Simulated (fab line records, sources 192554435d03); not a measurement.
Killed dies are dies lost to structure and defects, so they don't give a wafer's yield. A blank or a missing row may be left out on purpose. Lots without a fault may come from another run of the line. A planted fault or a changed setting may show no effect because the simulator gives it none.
Split-lot experiment | flow n5_finfet | 7 lots, 21 wafers read, on a route of 1938 steps

THE SPLIT
At N5_BEOL_M7_COAT_71 (time 60 s, resist thk 5 nm), the setting spin_rpm was moved away from the recipe's 1500 rpm on 5 of the 21 wafers read, by -6.7% to +10.7%. The other wafers ran this setting at the recipe's value.

FROM THE SPLIT TO THE READING: what the file shows between them, 3 steps
- N5_BEOL_M7_COAT_22: resist thk 30 nm
- N5_BEOL_M7_EBR_24
- N5_BEOL_M7_DESCUM_33: chemistry O2, time 7 s

THE READING
etch.depth_nm (the simulator's own value, which no gauge read), in nm, at N5_BEOL_M7_ETCH_72 (etches underlayer in N2/H2, target depth 6.5 nm, time 5.2 s). The file gives no usual value for it. The 16 wafers here that ran the recipe average 5.006 nm, standard deviation 0.018 nm.

wafer  | tool, chamber at the split | spin_rpm as run, rpm | against the recipe | etch.depth_nm, nm | against lot-mates on the recipe
L076.1 | litho_track-01, 0          | 1500                 | recipe             | 4.987             | -
L076.4 | litho_track-01, 0          | 1500                 | recipe             | 5.003             | -
L076.6 | litho_track-01, 0          | 1500                 | recipe             | 5                 | -
L079.1 | litho_track-01, 0          | 1603                 | +6.9%              | 4.83              | -0.174
L079.3 | litho_track-01, 0          | 1603                 | +6.9%              | 4.831             | -0.173
L079.6 | litho_track-01, 0          | 1500                 | recipe             | 5.004             | -
L080.1 | litho_track-04, 0          | 1500                 | recipe             | 5.028             | -
L080.3 | litho_track-04, 0          | 1500                 | recipe             | 5.021             | -
L080.4 | litho_track-04, 0          | 1500                 | recipe             | 5.035             | -
L082.2 | litho_track-01, 0          | 1400                 | -6.7%              | 5.172             | +0.165
L082.3 | litho_track-01, 0          | 1400                 | -6.7%              | 5.194             | +0.187
L082.5 | litho_track-01, 0          | 1500                 | recipe             | 5.007             | -
L086.2 | litho_track-02, 0          | 1500                 | recipe             | 5                 | -
L086.3 | litho_track-02, 0          | 1500                 | recipe             | 5.008             | -
L086.5 | litho_track-02, 0          | 1500                 | recipe             | 4.997             | -
L089.2 | litho_track-02, 0          | 1660                 | +10.7%             | 4.781             | -0.251
L089.4 | litho_track-02, 0          | 1500                 | recipe             | 5.031             | -
L089.6 | litho_track-02, 0          | 1500                 | recipe             | 5.033             | -
L090.1 | litho_track-01, 0          | 1500                 | recipe             | 4.989             | -
L090.5 | litho_track-01, 0          | 1500                 | recipe             | 4.986             | -
L090.6 | litho_track-01, 0          | 1500                 | recipe             | 4.972             | -

THE FIT
A straight line over all 21 wafers: etch.depth_nm changes by -0.0242 nm for each +1% of spin_rpm; r = -0.98; the points scatter about the line by 0.019 nm.
The same after taking each lot's own level away (the mean of its wafers on the recipe; 21 wafers): -0.025 nm for each +1%; r = -1.00; scatter 0.0076 nm.
On that fit, the largest move of spin_rpm shifts the reading by 0.27 nm.
The lots' own levels span 4.9823 to 5.0320 nm, that is 2.7 times the standard deviation above.
So the lot-to-lot level changes the slope little: the two slopes agree.
Check: with one of the wafers moved furthest among these (+10.7%) left out of the fit, the line predicts -0.275 nm for it against its lot-mates. It came out at -0.251 nm against them.

OTHER SPLITS ON THESE WAFERS
These wafers also went through other splits before the reading. Each is held against what the fit with the lots' levels taken away leaves over:
other split on the same wafers | wafers away from the commonest value | r with etch.depth_nm (lot level and that fit taken away)
N5_BEOL_M6_EXPOSE_25 dose_mj   | 8                                    | +0.11
N5_BEOL_M7_ETCH_61 source_w    | 6                                    | +0.00

THE FILE'S OWN FIT
etch.depth_nm changes by -0.0245 nm for each +1% of spin_rpm, r = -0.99.
